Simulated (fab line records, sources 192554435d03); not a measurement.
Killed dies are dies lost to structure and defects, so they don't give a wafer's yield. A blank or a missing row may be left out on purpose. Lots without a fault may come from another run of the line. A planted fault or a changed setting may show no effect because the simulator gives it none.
fab line records | flow n5_finfet
record lots=5 wafers=15 last_day=17
route steps=1938 shown BEOL_M0_SAQP@686 PASSIVATION@1936
lots that met no fault: from a run of the same line without faults
start_h: hours from the record's first day to the start of the lot's first wafer shown | wait_h: hours since the lot's step before | " the same as in the row above | L1.1+2: a row that stands for several wafers | - no value, or no start given | * or withheld: withheld | < > ~ a bound
route shown NAME@n: a module of which the file shows steps, and the number in the route of the first | usual: mean/standard deviation of fault-free wafers | same: alike in all rows | chamber/n: place in a boat | sites: the reading at each site | _std_site: their standard deviation | _edge_site: outer sites' mean less inner sites' | radius_mm: how far each site lies from the wafer's centre | mask NAME#n: copy n | behind: the tool/chamber that last shaped the wafer | hold: why the lot was held/for how many hours/how that ended | device: the transistor (n, p or np) that didn't switch | end of line: the same wafers' tests at the end of the route | a step without rows: its recipe alone | killed: dies lost to structure and defects at the first sort, not the wafer's yield | map: a wafer's dies, x killed, . not, _ none there
set.NAME: the setting as run; set.NAME@STEP: as run at that earlier step | model.NAME: the simulator's own value behind a step, which no gauge read
lots at some steps of the route; a table a step, a row a wafer
services: from which hour (start_h, from the record's first day; less than 0 if before it) a tool's chamber was out of use, for how many hours, and why
## steps
# step N5_BEOL_M0_SAQP_EXPOSE_37
# recipe mask_id=M0_CUT1 na=0.33 source_shape=annular sigma_inner=0.35 sigma_outer=0.8 polarization=unpolarized target_cd_nm=30 dose_mj=44.75
# step N5_BEOL_M0_SAQP_PEB_38
# recipe peb_temp_c=100 peb_time_s=60 resist=CAR-EUV
# step N5_BEOL_M0_SAQP_DEVELOP_39
# recipe develop_time_s=30 developer=TMAH resist=CAR-EUV rinse_liquid=surfactant_rinse dry=air_spin dev_temp_c=23
# step N5_BEOL_M0_SAQP_DESCUM_45
# recipe chemistry=O2 time_s=7 source_power_w=50 bias_power_w=20 pressure_mtorr=20 rf_frequency_hz=2.712e+07 temp_c=40 resist=CAR-EUV o2_flow_sccm=225
# step N5_BEOL_M0_SAQP_ETCH_88
# recipe chemistry=N2/H2 target=underlayer target_depth_a=65 time_s=5.2 ion_energy_ev=200 mask_material=CAR-EUV pressure_mtorr=30 source_w=840 bias_w=150 n2_flow_sccm=200 h2_flow_sccm=200 ends=cleared
# step N5_BEOL_M0_SAQP_ETCH_73
# recipe chemistry=CF4 target=SiARC target_depth_a=195 mask_material=CAR-EUV time_s=32.5 ion_energy_ev=80 pressure_mtorr=40 source_w=545 bias_w=36 Ar_flow_sccm=100 cf4_flow_sccm=100 ends=cleared
# step N5_BEOL_M0_SAQP_CUT_ETCH_46
# recipe chemistry=N2/H2 target=SOC target_depth_a=1350 overetch_a=270 temp_c=40 time_s=202.5 ion_energy_ev=200 mask_material=SiARC pressure_mtorr=30 source_w=840 bias_w=150 n2_flow_sccm=200 h2_flow_sccm=200
# step N5_BEOL_M0_SAQP_STRIP_74
# recipe chemistry=N2/H2 temp_c=40 n2_flow_sccm=200 h2_flow_sccm=200 rf_frequency_hz=6e+07
# step N5_BEOL_M0_SAQP_STRIP_89
# recipe chemistry=N2/H2 temp_c=40 n2_flow_sccm=200 h2_flow_sccm=200 rf_frequency_hz=6e+07
# step N5_BEOL_M0_SAQP_ALD_48
# recipe material=SiO2 target_thk_a=200 temp_c=100 ald_precursor_family=BDEAS ald_co_reactant=O2-plasma pulse_time_s=1 co_reactant_pulse_time_s=1 purge_time_s=2 co_reactant_purge_time_s=2 ald_cycles=139 pressure_torr=2
# usual ald_cycles=139/0 chamber_pressure_Torr=2.000/0.0043 heater_power_w=78/8 precursor_pulse_height_rel=1.002/0.023
# columns lot.wafer tool chamber start_h wait_h ald_cycles chamber_pressure_Torr heater_power_w precursor_pulse_height_rel
L871.1 ald_sin-04 2 154.89 0.0 - - - -
L871.2 " 1 " " - - - -
L871.4 " 3 " " - - - -
L872.2 ald_sin-03 0 162.11 0.3 - - - -
L872.3 " 3 " " - - - -
L872.5 " 0 " " - - - -
L873.2 ald_sin-03 1 165.08 0.0 - - - -
L873.3 " 3 " " - - - -
L873.6 " 3 " " - - - -
L886.2 ald_sin-03 3 248.38 0.0 139 2.000 70 0.950
L886.4 " 2 " " 139 1.997 62 0.987
L886.5 " 2 " " 139 2.001 63 0.976
L887.1 ald_sin-01 1 251.14 0.0 139 2.007 72 0.996
L887.2 " 2 " " 139 1.994 87 0.982
L887.5 " 3 " " 139 2.008 89 0.979
# step N5_BEOL_M0_SAQP_ETCH_49
# recipe chemistry=CF4/O2 target_depth_a=370 target=SiO2 pressure_mtorr=40 source_w=535 bias_w=49 Ar_flow_sccm=100 cf4_flow_sccm=100 O2_flow_sccm=10 ion_energy_ev=100
# step N5_PASSIVATION_PROBE_49
# usual defect_limited_yield=91.3/1.4 killed_at_M0_to_M3=34/10 killed_at_M4_up=13/4.8 killed_at_contacts=12/6.1 killed_at_front_end=40/11 killed_at_other=3.7/2.8 killed_dies=103/16 killed_on_rim=13/3.6 killed_open=67/12 killed_short=34/7.4 sort_bin_5_function=5.1/0.95 sort_bin_6_memory=3.2/0.62 sort_n_pass=1077/16 sort_yield_pct=91.3/1.4
# same gross_dies=1180 killed_at_back_side=0 sort_bin_4_leakage[%]=0 sort_bin_8_speed[%]=0
# columns lot.wafer tool chamber start_h wait_h defect_limited_yield[%] killed_at_M0_to_M3 killed_at_M4_up killed_at_contacts killed_at_front_end killed_at_other killed_dies killed_on_rim killed_open killed_short sort_bin_5_function[%] sort_bin_6_memory[%] sort_n_pass sort_yield_pct[%]
L872.2 prober-02 - 307.44 0.1 0 1171 1 2 6 0 1180 152 8 9 72.8 2.8 0 0
L872.3 prober-02 - 307.49 0.1 0 1171 2 1 6 0 1180 152 5 9 72.8 2.9 0 0
L872.5 prober-02 - 307.59 0.2 0 1166 2 4 7 1 1180 152 17 7 72.1 3.1 0 0
L871.1 prober-02 - 315.74 0.0 0 1166 1 2 11 0 1180 152 12 4 71.8 2.6 0 0
L871.4 prober-02 - 315.89 0.2 0 1170 0 5 4 1 1180 152 11 8 74.0 2.6 0 0
L873.2 prober-01 - 323.49 0.1 0 1173 1 2 4 0 1180 152 9 3 74.4 2.3 0 0
L873.6 prober-01 - 323.69 0.3 0 1172 1 1 6 0 1180 152 8 3 71.0 2.6 0 0
L886.2 prober-02 - 410.97 0.1 90.7 38 6 12 50 4 110 17 66 42 4.9 3.9 1070 90.7
L886.4 prober-02 - 411.07 0.2 92.3 39 6 14 30 2 91 8 58 33 4.9 2.5 1089 92.3
L886.5 prober-02 - 411.12 0.2 91.2 35 16 11 38 4 104 15 67 36 5.8 2.7 1076 91.2
L887.1 prober-02 - 416.03 0.0 89.8 45 19 8 47 1 120 14 75 43 7.0 2.8 1060 89.8
L887.2 prober-02 - 416.08 0.1 91.4 30 22 18 31 1 102 12 64 36 4.6 3.5 1078 91.4
L887.5 prober-02 - 416.23 0.2 93.2 20 11 12 36 1 80 14 50 28 4.5 2.1 1100 93.2
# killed by level:class
L872.2 BEOL_M0_SAQP:lost_pattern=1156 BEOL_M0_SAQP:area_ald=7 BEOL_M0_SAQP:geometric_particle:open=3 BEOL_M0_SAQP:geometric_particle:short=3 FIN_SAQP:geometric_particle:short=2 GATE_CUT:geometric_particle:short=2 FIN_SAQP:geometric_particle:open=1 STI_FIN_REVEAL:geometric_particle:open=1
L872.3 BEOL_M0_SAQP:lost_pattern=1164 FIN_SAQP:geometric_particle:short=3 BEOL_M0_SAQP:geometric_particle:short=2 BEOL_M0_SAQP:area_ald=2 FIN_SAQP:geometric_particle:open=1 ILD0:geometric_particle:short=1 MOL_CONTACT_COAG:geometric_particle:open=1 BEOL_M2:geometric_particle:short=1
L872.5 BEOL_M0_SAQP:lost_pattern=1148 BEOL_M0_SAQP:area_ald=8 BEOL_M0:geometric_particle:open=5 FIN_SAQP:geometric_particle:short=3 MOL_CONTACT_COAG:geometric_particle:open=3 FIN_SAQP:geometric_particle:open=2 BEOL_M2:geometric_particle:open=2 DUMMY_GATE:geometric_particle:short=1
L871.1 BEOL_M0_SAQP:lost_pattern=1156 BEOL_M0_SAQP:area_ald=8 STI_FIN_REVEAL:geometric_particle:open=3 DUMMY_GATE:geometric_particle:open=3 GATE_CUT:geometric_particle:open=2 MOL_CONTACT_COAG:geometric_particle:open=2 STI_FIN_REVEAL:geometric_particle:short=1 DUMMY_GATE:geometric_particle:short=1
L871.4 BEOL_M0_SAQP:lost_pattern=1157 BEOL_M0_SAQP:geometric_particle:open=5 MOL_CONTACT_COAG:geometric_particle:open=4 BEOL_M0_SAQP:area_ald=4 BEOL_M0_SAQP:geometric_particle:short=3 FIN_SAQP:geometric_particle:short=1 FIN_CUT:geometric_particle:short=1 MIM_TOP_ETCH:geometric_particle:short=1
L873.2 BEOL_M0_SAQP:lost_pattern=1165 BEOL_M0_SAQP:area_ald=3 MOL_CONTACT_COAG:geometric_particle:open=2 BEOL_M2:geometric_particle:open=2 FIN_SAQP:geometric_particle:open=1 FIN_SAQP:geometric_particle:short=1 STI_FIN_REVEAL:geometric_particle:open=1 ILD0:geometric_particle:open=1
L873.6 BEOL_M0_SAQP:lost_pattern=1165 BEOL_M0_SAQP:area_ald=4 BEOL_M3:geometric_particle:open=2 FIN_SAQP:geometric_particle:short=1 FIN_SAQP:geometric_particle:open=1 FIN_CUT:geometric_particle:open=1 DUMMY_GATE:geometric_particle:open=1 GATE_CUT:geometric_particle:short=1
L886.2 FIN_SAQP:geometric_particle:short=13 BEOL_M0_SAQP:geometric_particle:open=12 MOL_CONTACT_COAG:geometric_particle:open=10 FIN_SAQP:geometric_particle:open=7 STARTING-WAFER:geometric_particle:short=6 STI_FIN_REVEAL:geometric_particle:open=6 BEOL_M0_SAQP:geometric_particle:short=6 BEOL_M2:geometric_particle:open=6
L886.4 MOL_CONTACT_COAG:geometric_particle:open=13 BEOL_M0_SAQP:geometric_particle:short=12 BEOL_M0_SAQP:geometric_particle:open=12 STI_FIN_REVEAL:geometric_particle:open=8 BEOL_M2:geometric_particle:open=8 FIN_SAQP:geometric_particle:short=5 FIN_SAQP:geometric_particle:open=3 ILD0:geometric_particle:short=3
L886.5 FIN_SAQP:geometric_particle:short=11 BEOL_M0_SAQP:geometric_particle:short=11 STI_FIN_REVEAL:geometric_particle:open=10 MOL_CONTACT_COAG:geometric_particle:open=10 BEOL_M4:geometric_particle:open=9 BEOL_M0_SAQP:geometric_particle:open=8 BEOL_M1:geometric_particle:open=5 FIN_SAQP:geometric_particle:open=4
L887.1 BEOL_M0_SAQP:geometric_particle:open=15 STI_FIN_REVEAL:geometric_particle:open=12 BEOL_M0_SAQP:geometric_particle:short=10 BEOL_M4:geometric_particle:open=9 GATE_CUT:geometric_particle:short=7 BEOL_M3:geometric_particle:open=6 MOL_CONTACT_COAG:geometric_particle:open=5 BEOL_M2:geometric_particle:open=5
L887.2 MOL_CONTACT_COAG:geometric_particle:open=12 BEOL_M0_SAQP:geometric_particle:open=10 BEOL_M4:geometric_particle:open=10 BEOL_M0_SAQP:geometric_particle:short=8 GATE_CUT:geometric_particle:short=7 MOL_CONTACT_COAG:geometric_particle:short=6 BEOL_M3:geometric_particle:open=6 FIN_SAQP:geometric_particle:short=5
L887.5 MOL_CONTACT_COAG:geometric_particle:open=9 GATE_CUT:geometric_particle:open=7 DUMMY_GATE:geometric_particle:open=6 BEOL_M0_SAQP:geometric_particle:short=6 BEOL_M0_SAQP:geometric_particle:open=6 GATE_CUT:geometric_particle:short=5 BEOL_M4:geometric_particle:open=5 STARTING-WAFER:geometric_particle:open=4
# map L871.1 (x killed, . not)
_________________xxxxxxxxxxxx________________
______________xxxxxxxxxxxxxxxxxx_____________
___________xxxxxxxxxxxxxxxxxxxxxxxx__________
__________xxxxxxxxxxxxxxxxxxxxxxxxxx_________
________xxxxxxxxxxxxxxxxxxxxxxxxxxxxxx_______
_______xxxxxxxxxxxxxxxxxxxxxxxxxxxxxxxx______
______xxxxxxxxxxxxxxxxxxxxxxxxxxxxxxxxxx_____
_____xxxxxxxxxxxxxxxxxxxxxxxxxxxxxxxxxxxx____
____xxxxxxxxxxxxxxxxxxxxxxxxxxxxxxxxxxxxxx___
___xxxxxxxxxxxxxxxxxxxxxxxxxxxxxxxxxxxxxxxx__
___xxxxxxxxxxxxxxxxxxxxxxxxxxxxxxxxxxxxxxxx__
__xxxxxxxxxxxxxxxxxxxxxxxxxxxxxxxxxxxxxxxxxx_
__xxxxxxxxxxxxxxxxxxxxxxxxxxxxxxxxxxxxxxxxxx_
_xxxxxxxxxxxxxxxxxxxxxxxxxxxxxxxxxxxxxxxxxxxx
_xxxxxxxxxxxxxxxxxxxxxxxxxxxxxxxxxxxxxxxxxxxx
_xxxxxxxxxxxxxxxxxxxxxxxxxxxxxxxxxxxxxxxxxxxx
_xxxxxxxxxxxxxxxxxxxxxxxxxxxxxxxxxxxxxxxxxxxx
_xxxxxxxxxxxxxxxxxxxxxxxxxxxxxxxxxxxxxxxxxxxx
_xxxxxxxxxxxxxxxxxxxxxxxxxxxxxxxxxxxxxxxxxxxx
_xxxxxxxxxxxxxxxxxxxxxxxxxxxxxxxxxxxxxxxxxxxx
_xxxxxxxxxxxxxxxxxxxxxxxxxxxxxxxxxxxxxxxxxxxx
__xxxxxxxxxxxxxxxxxxxxxxxxxxxxxxxxxxxxxxxxxx_
__xxxxxxxxxxxxxxxxxxxxxxxxxxxxxxxxxxxxxxxxxx_
___xxxxxxxxxxxxxxxxxxxxxxxxxxxxxxxxxxxxxxxx__
___xxxxxxxxxxxxxxxxxxxxxxxxxxxxxxxxxxxxxxxx__
____xxxxxxxxxxxxxxxxxxxxxxxxxxxxxxxxxxxxxx___
_____xxxxxxxxxxxxxxxxxxxxxxxxxxxxxxxxxxxx____
______xxxxxxxxxxxxxxxxxxxxxxxxxxxxxxxxxx_____
_______xxxxxxxxxxxxxxxxxxxxxxxxxxxxxxxx______
________xxxxxxxxxxxxxxxxxxxxxxxxxxxxxx_______
__________xxxxxxxxxxxxxxxxxxxxxxxxxx_________
___________xxxxxxxxxxxxxxxxxxxxxxxx__________
______________xxxxxxxxxxxxxxxxxx_____________
_________________xxxxxxxxxxxx________________
# map L872.2 (x killed, . not)
_________________xxxxxxxxxxxx________________
______________xxxxxxxxxxxxxxxxxx_____________
___________xxxxxxxxxxxxxxxxxxxxxxxx__________
__________xxxxxxxxxxxxxxxxxxxxxxxxxx_________
________xxxxxxxxxxxxxxxxxxxxxxxxxxxxxx_______
_______xxxxxxxxxxxxxxxxxxxxxxxxxxxxxxxx______
______xxxxxxxxxxxxxxxxxxxxxxxxxxxxxxxxxx_____
_____xxxxxxxxxxxxxxxxxxxxxxxxxxxxxxxxxxxx____
____xxxxxxxxxxxxxxxxxxxxxxxxxxxxxxxxxxxxxx___
___xxxxxxxxxxxxxxxxxxxxxxxxxxxxxxxxxxxxxxxx__
___xxxxxxxxxxxxxxxxxxxxxxxxxxxxxxxxxxxxxxxx__
__xxxxxxxxxxxxxxxxxxxxxxxxxxxxxxxxxxxxxxxxxx_
__xxxxxxxxxxxxxxxxxxxxxxxxxxxxxxxxxxxxxxxxxx_
_xxxxxxxxxxxxxxxxxxxxxxxxxxxxxxxxxxxxxxxxxxxx
_xxxxxxxxxxxxxxxxxxxxxxxxxxxxxxxxxxxxxxxxxxxx
_xxxxxxxxxxxxxxxxxxxxxxxxxxxxxxxxxxxxxxxxxxxx
_xxxxxxxxxxxxxxxxxxxxxxxxxxxxxxxxxxxxxxxxxxxx
_xxxxxxxxxxxxxxxxxxxxxxxxxxxxxxxxxxxxxxxxxxxx
_xxxxxxxxxxxxxxxxxxxxxxxxxxxxxxxxxxxxxxxxxxxx
_xxxxxxxxxxxxxxxxxxxxxxxxxxxxxxxxxxxxxxxxxxxx
_xxxxxxxxxxxxxxxxxxxxxxxxxxxxxxxxxxxxxxxxxxxx
__xxxxxxxxxxxxxxxxxxxxxxxxxxxxxxxxxxxxxxxxxx_
__xxxxxxxxxxxxxxxxxxxxxxxxxxxxxxxxxxxxxxxxxx_
___xxxxxxxxxxxxxxxxxxxxxxxxxxxxxxxxxxxxxxxx__
___xxxxxxxxxxxxxxxxxxxxxxxxxxxxxxxxxxxxxxxx__
____xxxxxxxxxxxxxxxxxxxxxxxxxxxxxxxxxxxxxx___
_____xxxxxxxxxxxxxxxxxxxxxxxxxxxxxxxxxxxx____
______xxxxxxxxxxxxxxxxxxxxxxxxxxxxxxxxxx_____
_______xxxxxxxxxxxxxxxxxxxxxxxxxxxxxxxx______
________xxxxxxxxxxxxxxxxxxxxxxxxxxxxxx_______
__________xxxxxxxxxxxxxxxxxxxxxxxxxx_________
___________xxxxxxxxxxxxxxxxxxxxxxxx__________
______________xxxxxxxxxxxxxxxxxx_____________
_________________xxxxxxxxxxxx________________
## services
# columns tool chamber start_h hours kind
ald_sin-01 2 201.46 2.2 repair
ald_sin-01 0 220.47 15.2 repair
## key
first_sign step=N5_BEOL_M0_SAQP_ALD_48 reading=tool_record direction=missing
effect step=N5_PASSIVATION_PROBE_49 reading=killed_at_M0_to_M3 direction=up sigmas=99+ usual=34 struck=1170
met_at N5_BEOL_M0_SAQP_ALD_48
struck_wafers L871.1,L871.2,L871.4,L872.2,L872.3,L872.5,L873.2,L873.3,L873.6
rows_end L871.2,L873.3
later_rows_left_out L871.1,L871.4,L872.2,L872.3,L872.5,L873.2,L873.6
fault kind=skipped_step_whole tool=ald_sin-03,ald_sin-04 chamber=- onset_h=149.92 steps=N5_BEOL_M0_SAQP_ALD_48 scope=struck_lots_only
# later_rows_left_out: the simulator's readings of these wafers behind a module that went badly wrong aren't trusted and aren't shown, but for the sort
# rows_end: these wafers met a further fault down the route, and their rows from its step on are left out
